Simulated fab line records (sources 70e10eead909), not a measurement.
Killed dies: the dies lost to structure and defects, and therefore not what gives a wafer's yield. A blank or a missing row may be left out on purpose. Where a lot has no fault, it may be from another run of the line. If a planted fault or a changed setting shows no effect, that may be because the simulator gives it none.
Chamber matching + flow nand harc + NHARC_P_M1_CMP_23 on cmp-03 has 3 sister chambers
The step polishes, t overpolish 20 s, target thk 157.82 nm. 6 wafers are shown with their chamber, then 5 later ones without.

WAFERS, EACH WITH ITS CHAMBER
| wafer  | chamber | motor current A (A) | time to endpoint s (s) |
|--------|---------|---------------------|------------------------|
| L704.2 | 2       | 12.6                | 30.2                   |
| L704.6 | 2       | 12.5                | 28.2                   |
| L708.4 | 3       | 12.8                | 29.8                   |
| L708.6 | 3       | 13.0                | 28.4                   |
| L714.4 | 1       | 12.6                | 31.1                   |
| L714.6 | 1       | 12.8                | 32.6                   |

WAFERS MISSING THEIR CHAMBER
| wafer  | motor current A (A) | time to endpoint s (s) |
|--------|---------------------|------------------------|
| L715.2 | 13.9                | 30.7                   |
| L715.4 | 13.4                | 32.0                   |
| L715.6 | 12.5                | 32.7                   |
| L718.4 | 13.3                | 30.4                   |
| L718.6 | 13.0                | 31.6                   |

WHICH CHAMBER EACH WENT THROUGH
| wafer  | from the rows above          | in truth |
|--------|------------------------------|----------|
| L715.2 | can't be placed: 3 or 1      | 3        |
| L715.4 | can't be placed: 3 or 1      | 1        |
| L715.6 | can't be placed: 1 or 2      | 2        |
| L718.4 | can't be placed: 3 or 1      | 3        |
| L718.6 | can't be placed: 3 or 1 or 2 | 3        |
Correctly placed: 0 of 5. Not placeable from these rows: 5 (in 5, the candidates include the true chamber). Number placed wrongly: 0.
How it was worked out, from the rows above alone: a wafer's distance from a chamber is the root of the sum, over the readings, of the square of ((its reading less the chamber's mean) divided by the reading's scatter). The wafer belongs to the nearest chamber; if the next one is less than 2 further off, it can't be placed. The mean given for a chamber averages the wafers shown for that chamber. The scatter: the root of (the sum of the squares of (reading less its chamber's mean) over the shown wafers, divided by (wafers less chambers)).
